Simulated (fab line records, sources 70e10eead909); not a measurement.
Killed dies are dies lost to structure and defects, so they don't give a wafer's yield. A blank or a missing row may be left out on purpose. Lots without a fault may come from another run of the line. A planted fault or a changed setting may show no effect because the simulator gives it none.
fab line records | flow nand_harc | part 2 of 2: steps 19 to 28 of 28
record lots=5 wafers=15 last_day=24
route steps=1159 shown A_CONTACT@858
lots that met no fault: from a run of the same line without faults
start_h: hours from the record's first day to the start of the lot's first wafer shown | wait_h: hours since the lot's step before | " the same as in the row above | L1.1+2: a row that stands for several wafers | - no value, or no start given | * or withheld: withheld | < > ~ a bound
route shown NAME@n: a module of which the file shows steps, and the number in the route of the first | usual: mean/standard deviation of fault-free wafers | same: alike in all rows | chamber/n: place in a boat | sites: the reading at each site | _std_site: their standard deviation | _edge_site: outer sites' mean less inner sites' | radius_mm: how far each site lies from the wafer's centre | mask NAME#n: copy n | behind: the tool/chamber that last shaped the wafer | hold: why the lot was held/for how many hours/how that ended | device: the transistor (n, p or np) that didn't switch | end of line: the same wafers' tests at the end of the route | a step without rows: its recipe alone | killed: dies lost to structure and defects at the first sort, not the wafer's yield | map: a wafer's dies, x killed, . not, _ none there
set.NAME: the setting as run; set.NAME@STEP: as run at that earlier step | model.NAME: the simulator's own value behind a step, which no gauge read
lots at some steps of the route; a table a step, a row a wafer
services: from which hour (start_h, from the record's first day; less than 0 if before it) a tool's chamber was out of use, for how many hours, and why
## steps
# step NHARC_A_CONTACT_ETCH_96
# recipe target_depth_a=200 over_etch_frac=0.5 time_s=10 ion_energy_ev=250 c4f6_flow_sccm=25 o2_flow_sccm=20 ar_flow_sccm=500 rf_w=600 bias_w=500 chemistry=C4F6/O2
# usual c4f6_flow_sccm=25.01/0.076 drypump_motor_current_A=5.6/0.52 oes_product_au=0.973/0.025 rf_vpp_V=548/3.7 showerhead_plenum_p_Torr=3.97/0.17 throttle_valve_pct=26.902/0.011
# columns lot.wafer tool chamber start_h wait_h c4f6_flow_sccm drypump_motor_current_A oes_product_au rf_hours_counter_h rf_vpp_V showerhead_plenum_p_Torr throttle_valve_pct
L074.3 rie_diel-02 1 - - 25.07 4.9 0.957 5 548 3.99 26.918
L074.1 " 2 " " 25.08 5.5 0.971 7 542 3.68 26.908
L074.5 " 0 " " 24.87 6.3 0.964 - 552 4.13 26.897
L077.2 rie_diel-11 1 - - 25.05 6.4 1.011 4 542 3.72 26.921
L077.4 " 2 " " 24.88 4.8 0.995 4 551 4.08 26.896
L077.6 " 1 " " 24.96 6.4 1.003 - 542 3.72 26.901
L097.4 rie_diel-11 1 - - 25.05 6.4 0.962 52 542 3.69 26.916
L097.1 " 3 " " 25.07 6.0 0.948 43 549 4.12 26.889
L097.5 " 1 " " 25.03 6.4 0.964 - 541 3.69 26.899
L095.1 rie_diel-11 3 510.81 0.2 25.07 5.9 0.986 44 551 4.12 26.893
L095.6 " 2 " " 25.04 4.8 0.994 - 550 4.05 26.909
L095.5 " 3 " " 25.00 5.9 0.989 - 550 4.12 26.907
L096.2 rie_diel-11 2 512.60 0.2 24.91 4.8 0.951 50 550 4.05 26.922
L096.6 " 3 " " 25.00 5.9 0.952 - 550 4.12 26.891
L096.5 " 0 " " 25.08 5.1 0.946 - 553 4.20 26.908
# step NHARC_A_CONTACT_CD_MEAS_53
# usual cd_nm=189.3/0.77
# columns lot.wafer tool chamber start_h wait_h cd_nm
L074.1 cd_sem-01 - 367.46 - 189.1
L074.3 " - " " 189.0
L074.5 " - " " 188.5
L077.2 cd_sem-01 - 385.73 - 189.2
L077.4 " - " " 188.8
L077.6 " - " " 189.0
L097.1 cd_sem-02 - 508.37 - 189.3
L097.4 " - " " 189.4
L097.5 " - " " 189.3
L095.1 cd_sem-03 - 510.89 - 188.2
L095.5 " - " " 189.0
L095.6 " - " " 188.7
L096.2 cd_sem-02 - 512.69 - 189.4
L096.5 " - " " 189.1
L096.6 " - " " 189.0
# step NHARC_A_CONTACT_STRIP_99
# recipe n2_flow_sccm=150 h2_flow_sccm=150 ar_flow_sccm=0 bias_w=0 chemistry=N2/H2
# columns lot.wafer tool chamber start_h wait_h
L074.1+3+5 rie_diel-02 2,3,0 367.64 0.2
L077.2+4+6 rie_diel-02 0,1,0 385.81 0.1
L097.1+4+5 rie_diel-11 0,1,0 508.44 0.1
L095.1+5+6 rie_diel-12 3,3,0 511.38 0.5
L096.2+5+6 rie_diel-12 0,0,1 512.78 0.1
# step NHARC_A_CONTACT_STRIP_100
# recipe cf4_flow_sccm=100 chf3_flow_sccm=30 ar_flow_sccm=0 bias_w=0 chemistry=CF4/CHF3
# columns lot.wafer tool chamber start_h wait_h
L074.1+3+5 rie_diel-02 1,3,0 367.71 0.1
L077.2+4+6 rie_diel-02 2,3,3 385.90 0.1
L097.1+4+5 rie_diel-11 0,2,3 508.54 0.1
L095.1+5+6 rie_diel-12 1,2,3 511.60 0.2
L096.2+6+5 rie_diel-12 3,0,1 513.18 0.4
# step NHARC_A_CONTACT_STRIP_101
# recipe o2_flow_sccm=400 cos_flow_sccm=20 ar_flow_sccm=0 bias_w=0 chemistry=O2/COS
# columns lot.wafer tool chamber start_h wait_h
L074.3+1+5 rie_diel-02 0,2,0 367.78 0.1
L077.4+2+6 rie_diel-02 3,0,3 385.96 0.1
L097.1+4+5 rie_diel-11 0,2,0 508.60 0.1
L095.1+6+5 rie_diel-12 2,1,2 511.69 0.1
L096.2+5+6 rie_diel-12 1,1,2 513.38 0.2
# step NHARC_A_CONTACT_ETCH_102
# recipe target_depth_a=700 overetch_a=70 time_s=38.5 ion_energy_ev=100 cf4_flow_sccm=80 o2_flow_sccm=20 ar_flow_sccm=0 rf_w=300 bias_w=100 chemistry=CF4/O2
# usual drypump_motor_current_A=5.6/0.5 oes_product_au=0.997/0.0074 rf_vpp_V=198.1/1.6 showerhead_plenum_p_Torr=1.35/0.063 throttle_valve_pct=13.397/0.0098
# columns lot.wafer tool chamber start_h wait_h drypump_motor_current_A oes_product_au rf_hours_counter_h rf_vpp_V showerhead_plenum_p_Torr throttle_valve_pct
L074.1 rie_diel-02 1 367.83 0.0 4.9 0.988 5 199.1 1.36 13.384
L074.3 " 3 " " 5.8 0.993 8 199.9 1.39 13.407
L074.5 " 2 " " 5.5 1.005 - 195.6 1.25 13.399
L077.4 rie_diel-02 1 386.02 0.1 4.9 0.988 10 198.7 1.36 13.398
L077.2 " 0 " " 6.3 1.006 13 198.5 1.41 13.391
L077.6 " 2 " " 5.5 0.994 - 196.0 1.25 13.370
L097.1 rie_diel-11 2 508.68 0.1 4.8 1.007 49 200.0 1.38 13.403
L097.4 " 1 " " 6.4 1.005 52 195.8 1.25 13.409
L097.5 " 2 " " 4.8 1.006 - 200.3 1.38 13.402
L095.1 rie_diel-12 1 511.76 0.1 5.0 0.995 44 195.8 1.25 13.404
L095.6 " 3 " " 5.9 1.004 - 198.4 1.37 13.391
L095.5 " 0 " " 5.7 0.995 - 197.6 1.31 13.415
L096.2 rie_diel-12 1 513.55 0.2 5.0 0.994 46 196.9 1.25 13.396
L096.6 " 3 " " 5.9 1.004 - 198.5 1.37 13.393
L096.5 " 0 " " 5.7 1.003 - 198.9 1.31 13.409
# step NHARC_A_CONTACT_STRIP_55
# recipe o2_flow_sccm=500 ar_flow_sccm=0 bias_w=0 chemistry=O2
# usual drypump_motor_current_A=5.6/0.52 oes_product_au=0.997/0.0079 rf_vpp_V=57.9/0.82 showerhead_plenum_p_Torr=3.56/0.16 throttle_valve_pct=17.037/0.0091
# columns lot.wafer tool chamber start_h wait_h drypump_motor_current_A oes_product_au rf_hours_counter_h rf_vpp_V showerhead_plenum_p_Torr throttle_valve_pct
L074.3 rie_diel-02 3 - - 5.8 1.000 8 57.3 3.67 17.027
L074.1 " 0 " " 6.3 1.005 7 57.5 3.72 17.028
L074.5 " 2 " " 5.5 1.006 - 57.4 3.31 17.023
L077.2 rie_diel-02 3 - - 5.8 0.988 13 57.8 3.67 17.040
L077.4 " 2 " " 5.5 1.002 12 57.6 3.30 17.023
L077.6 " 0 " " 6.3 1.000 - 58.5 3.71 17.022
L097.4 rie_diel-11 3 - - 5.9 1.001 43 59.3 3.71 17.044
L097.1 " 1 " " 6.4 1.020 52 58.0 3.31 17.031
L097.5 " 3 " " 6.0 1.008 - 57.1 3.71 17.017
L095.1 rie_diel-12 1 - - 5.0 1.000 45 58.2 3.32 17.040
L095.5 " 1 " " 5.0 0.990 - 56.8 3.32 17.027
L095.6 " 2 " " 5.8 1.007 - 57.6 3.48 17.036
L096.2 rie_diel-12 2 - - 5.8 0.996 48 57.0 3.48 17.038
L096.5 " 0 " " 5.7 0.986 - 57.1 3.48 17.042
L096.6 " 1 " " 5.0 0.999 - 58.0 3.32 17.040
# step NHARC_A_CONTACT_STRIP_56
# recipe time_s=600 temp_c=30 chemistry=post_etch_residue_remover
# columns lot.wafer tool chamber start_h wait_h
L074.3+1+5 wet_bench-05 1,2,4 368.27 -
L077.6+4+2 wet_bench-09 0,1,3 386.42 -
L097.1+5+4 wet_bench-09 1,2,5 509.07 -
L095.6+1+5 wet_bench-05 5,6,1 512.18 -
L096.2+6+5 wet_bench-05 2,4,5 514.35 -
# step NHARC_A_CONTACT_DEP_57
# recipe target_thk_a=28000 temp_c=400 material=aC
# usual throttle_valve_pct=35.001/0.0087
# columns lot.wafer tool chamber start_h wait_h throttle_valve_pct
L074.1 acl_dep-03 0 370.15 - 35.007
L074.3 " 0 " " 34.994
L074.5 " 0 " " 35.003
L077.2 acl_dep-03 0 386.97 - 35.003
L077.4 " 0 " " 34.991
L077.6 " 0 " " 35.015
L097.1 acl_dep-01 0 509.34 - 34.996
L097.4 " 0 " " 35.000
L097.5 " 0 " " 34.998
L095.1 acl_dep-03 0 512.45 - 34.986
L095.5 " 0 513.61 - 35.004
L095.6 " 0 " " 34.995
L096.2 acl_dep-02 0 514.90 - 35.009
L096.5 " 0 " " 35.012
L096.6 " 0 " " 35.001
# step NHARC_A_CONTACT_DEP_58
# recipe target_thk_a=600 target_thk_nm=60 temp_c=400 pressure_torr=3.5 flow_sccm=200 rf_w=350 material=SiON
# usual heater_power_w=794/50
# columns lot.wafer tool chamber start_h wait_h heater_power_w
L074.3 pecvd-04 0 371.92 0.9 846
L074.1 " 1 " " 910
L074.5 " 0 " " 841
L077.2 pecvd-02 0 388.78 1.5 879
L077.4 " 2 " " 758
L077.6 " 1 " " 821
L097.1 pecvd-04 1 511.14 1.5 868
L097.5 " 0 " " 826
L097.4 " 2 " " 788
L095.1 pecvd-01 2 514.26 1.5 771
L095.5 " 0 " " 711
L095.6 " 2 " " 792
L096.2 pecvd-01 2 516.43 1.2 813
L096.5 " 1 " " 784
L096.6 " 2 " " 817
## services
# columns tool chamber start_h hours kind
acl_dep-02 - 350.65 13.0 pm
rie_diel-02 1 359.95 6.9 repair
rie_diel-11 2 363.14 3.9 repair
rie_diel-11 - 366.82 9.0 pm
wet_bench-05 - 372.80 8.0 pm
pecvd-04 - 376.48 13.0 pm
rie_diel-12 - 379.69 9.0 pm
acl_dep-03 - 405.20 13.0 pm
rie_diel-12 3 406.51 1.2 repair
pecvd-01 - 418.26 13.0 pm
har_cap_etch-02 - 418.51 0.6 repair
rie_diel-12 - 423.86 1.4 repair
har_cap_etch-01 - 434.52 0.1 repair
rie_diel-12 3 450.91 2.4 repair
pecvd-02 - 463.62 0.9 repair
wet_bench-09 - 464.80 8.0 pm
pecvd-04 0 473.71 4.8 repair
pecvd-04 - 477.65 1.1 repair
rie_diel-02 2 490.18 1.7 repair
rie_diel-02 - 504.79 9.0 pm
rie_diel-12 3 504.83 5.6 repair
rie_diel-11 1 509.97 11.8 repair
har_cap_etch-03 - 512.78 0.4 repair
rie_diel-02 0 513.83 1.9 repair
